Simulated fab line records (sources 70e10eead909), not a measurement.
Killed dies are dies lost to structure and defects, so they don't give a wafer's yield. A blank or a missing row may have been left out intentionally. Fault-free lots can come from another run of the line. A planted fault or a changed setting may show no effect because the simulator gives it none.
A struck lot beside a sound one | flow nand_harc | 15 out of 1302 route steps
Sound: these wafers, L660.1, L660.2, L660.6. Struck: wafer L647.3. (L647.2, L647.5 of the same lot were not struck and are left out.) The cause comes at the end.
At each step with rows: each side's tool, then ch and its chambers, then its first start. Under that, the readings that differ: sound wafers | struck wafers | difference of the means | sigmas: that difference in standard deviations of wafers without a fault.
alike: readings whose means differ by less than 2 such deviations, and words and numbers that are the same on both sides. not compared: withheld readings, readings that some wafer has no value for, bounds like >300 that may hide the same value, and numbers for which the record gives no deviation and whose values overlap.
The two part at a step that has a row with sigmas, a row that says differs or no value, or rows on one side only. Numbers that have no deviation but don't overlap get no sigmas and don't part them. Lack of a reading on every wafer of one side parts them only where that side has two or more wafers.

first, 5 steps without rows for these wafers: NHARC_A_CONTACT_SOFTBAKE_64 (time 55 s); NHARC_A_CONTACT_EBR_65; NHARC_A_CONTACT_EXPOSE_66 (exposes mask A CC 2); NHARC_A_CONTACT_PEB_67 (peb time 65 s); NHARC_A_CONTACT_DEVELOP_68 (develop time 35 s).
NHARC_A_CONTACT_CD_MEAS_69: target cd 300 nm.
  sound on cd_sem-01 ch 0, day 29 22:59; struck on cd_sem-03 ch 0, day 24 02:48
  alike: cd_nm
NHARC_A_CONTACT_OVL_MEAS_70:
  sound on overlay-01 at day 29 23:05; struck on overlay-02 at day 24 02:53
  alike: overlay_x_nm, overlay_y_nm
NHARC_A_CONTACT_INSPECT_71:
  sound on defect_inspect-01 at day 29 23:07; struck on defect_inspect-01 at day 24 02:55
  alike: raw_defect_count
NHARC_A_CONTACT_DESCUM_74: chemistry O2, time 3 s.
  sound on rie_diel-02 ch 0,1,3, day 29 23:12; struck on rie_diel-02 ch 2, day 24 02:59
  reading      | sound          | struck | difference | sigmas
  rf_vpp_V (V) | 57.6 58.7 58.1 | 54.8   | -3.3       | -4
  alike: drypump_motor_current_A, mfc_ar_sccm, oes_product_au, showerhead_plenum_p_Torr, throttle_valve_pct
  not compared: rf_hours_counter_h
NHARC_A_CONTACT_ETCH_75: etches the open film in CF4, target depth 39 nm, time 65 s.
  sound on rie_diel-02 ch 0,1, day 29 23:16; struck on rie_diel-02 ch 2, day 24 03:04
  reading      | sound             | struck | difference | sigmas
  rf_vpp_V (V) | 152.6 151.1 152.9 | 149.4  | -2.8       | -2
  alike: drypump_motor_current_A, mfc_ar_sccm, oes_product_au, showerhead_plenum_p_Torr, throttle_valve_pct
  not compared: rf_hours_counter_h
NHARC_A_CONTACT_ETCH_76: etches the open film in N2/H2, target depth 260 nm, time 475.3 s.
  sound: rie_diel-02 ch 0,1,3; struck: rie_diel-02 ch 1
  alike: drypump_motor_current_A, mfc_ar_sccm, oes_product_au, rf_vpp_V, showerhead_plenum_p_Torr, throttle_valve_pct
  not compared: rf_hours_counter_h
NHARC_A_CONTACT_ETCH_77: etches the open film in CF4/CHF3, target depth 108.9 nm, time 54.5 s.
  sound: rie_diel-02 ch 2,3; struck: rie_diel-02 ch 3
  reading               | sound             | struck | difference | sigmas
  oes_product_au (a.u.) | 0.984 0.970 0.973 | 0.931  | -0.045     | -2
  alike: chf3_flow_sccm, drypump_motor_current_A, mfc_ar_sccm, rf_vpp_V, showerhead_plenum_p_Torr, throttle_valve_pct
  not compared: rf_hours_counter_h
NHARC_A_CONTACT_ETCH_78: etches the open film in O2/COS, target depth 5300 nm, time 1378 s.
  sound on rie_diel-02 ch 0,1, day 29 23:47; struck on rie_diel-02 ch 0, day 24 03:35
  reading               | sound             | struck | difference | sigmas
  oes_product_au (a.u.) | 1.025 1.008 1.007 | 0.853  | -0.160     | -13
  alike: drypump_motor_current_A, mfc_ar_sccm, rf_vpp_V, showerhead_plenum_p_Torr, throttle_valve_pct
  not compared: rf_hours_counter_h
NHARC_A_CONTACT_ETCH_124: etches the open film in C4F8/O2/Ar, time 140 s, target depth 700 nm.
  sound on har_cap_etch-01 ch 0,1, day 30 00:43; struck on har_cap_etch-02 ch 1, day 24 04:34
  not compared: rf_hours_counter_h
-- the record jumps here: 2 days lie between the struck wafers' starts before and after (it left off in module A_CONTACT and takes up again in module END, whose first step shown is number 1302 of the route) --
NHARC_END_SORT_01:
  at this point the record logs the struck wafers (prober-02 ch 0, day 26 16:34) and has no rows for the sound ones

== WHERE THEY PART ==
First at NHARC_A_CONTACT_DESCUM_74; last, within this record, at NHARC_END_SORT_01.

WHY: what had been put in by the simulator
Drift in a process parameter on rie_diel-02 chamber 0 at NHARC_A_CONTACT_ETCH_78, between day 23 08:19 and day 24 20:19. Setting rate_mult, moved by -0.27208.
